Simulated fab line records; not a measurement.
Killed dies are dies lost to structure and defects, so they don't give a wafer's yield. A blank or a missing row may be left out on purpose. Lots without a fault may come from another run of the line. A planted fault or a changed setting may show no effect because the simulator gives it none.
Comparing a struck lot with a sound one ; flow n5Finfet ; 15 out of 1938 route steps
Sound: the wafers L436.1, L436.2, L436.5. The struck wafers were L447.3, L447.4. The cause comes at the end.
At each step with rows: each side's tool, then ch and its chambers, then its first start. Under that, the readings that differ: sound wafers ; struck wafers ; difference of the means ; sigmas: that difference in standard deviations of wafers without a fault.
alike: same words and numbers on both sides, and readings whose means sit less than 2 such deviations apart. not compared: any withheld reading, any reading some wafer has no value for, any bound like >300 that may hide the same value, and any number with overlapping values for which the record gives no deviation.
The two part at a step that has a row with sigmas, a row that says differs or no value, or rows on one side only. When numbers do not overlap yet have no deviation, they are printed without sigmas and do not part them. A reading that every wafer of one side lacks parts them only if that side has two wafers or more.

N5_BEOL_M11_STRIP_77: strips in N2/H2, time 10 s.
  sound: rieDiel-04 ch 0,2; struck: rieDiel-02 ch 0,2
  alike: drypumpMotorCurrentA, oesProductAu, rfVppV, showerheadPlenumPTorr, throttleValvePct
  not compared: rfHoursCounterH
N5_BEOL_M11_OCD_MEAS_38:
  sound on ocd-02, day 12 11:43; struck on ocd-01, day 15 04:35
  alike: trenchDepthNm
then, 4 steps without rows for these wafers: N5_BEOL_M11_HM_STRIP_39 (strips TiN in peroxide tin strip, target depth 25 nm, time 158 s); N5_BEOL_M11_SRD_40 (time 30 s); N5_BEOL_M11_PRECLEAN_42 (cleans in residue remover, time 60 s); N5_BEOL_M11_SRD_43 (time 30 s).
N5_BEOL_M11_CD_MEAS_35: target cd 70 nm.
  sound on cdSem-03, day 12 11:53; struck on cdSem-02, day 15 04:50
  alike: cdNm
N5_BEOL_M11_CURE_72: cures SiCOH lowk, time 120 s.
  sound on uvCure-01 ch 2, day 12 11:55; struck on uvCure-03 ch 0, day 15 04:59
  alike: lampPowerPct, wafer_temp_C_max
N5_BEOL_M11_DEGAS_44: time 60 s.
  sound on pvdSputter-03, day 12 12:34; struck on pvdSputter-03, day 15 05:15
  alike: heaterPowerW
N5_BEOL_M11_PRE_CLEAN_45: time 30 s.
  sound on pvdSputter-03, day 12 12:36; struck on pvdSputter-03, day 15 05:17
  alike: heaterPowerW
then, 1 step without rows for these wafers: N5_BEOL_M11_ALD_74 (deposits TaN, target thk 2 nm, pulse time 2 s, purge time 3 s).
N5_BEOL_M11_SURFACE_TREAT_76:
  sound on pvdSputter-01, day 12 13:03; struck on pvdSputter-03, day 15 07:17
  not compared: throttleValvePct
N5_BEOL_M11_CVD_75: deposits Co from CCTBA/H2, target thk 2 nm, time 138.9 s.
  sound on cvdCo-02 ch 0,2, day 12 13:08; struck on cvdCo-02 ch 0,1, day 15 07:35
reading;sound;struck;difference;sigmas
runLengthS (s);162.1 162.5 161.7;65.0 65.8;-96.7;-99 or more
then, 1 step without rows for these wafers: N5_BEOL_M11_SPUTTER_48 (material Cu, target thk 12 nm, time 2 s).
N5_PASSIVATION_PROBE_49:
  sound on prober-01, day 14 11:39; struck on prober-01, day 17 00:06
reading;sound;struck;difference;sigmas
killedAtContacts;30 15;6 5;-17;-3
  alike: defectLimitedYield, killed_at_M0_to_M3, killed_at_M4_up, killedAtFrontEnd, killedAtOther, killedDies, killedOpen, killedShort, sort_bin_5_function, sort_bin_6_memory, sortNPass, sortYieldPct

== WHERE THEY PART ==
Last at N5_PASSIVATION_PROBE_49 as far as this record goes, first at N5_BEOL_M11_CVD_75.

WHY: what had been put in by the simulator
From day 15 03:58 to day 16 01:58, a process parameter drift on cvdCo-02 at N5_BEOL_M11_CVD_75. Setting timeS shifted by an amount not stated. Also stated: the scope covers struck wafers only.
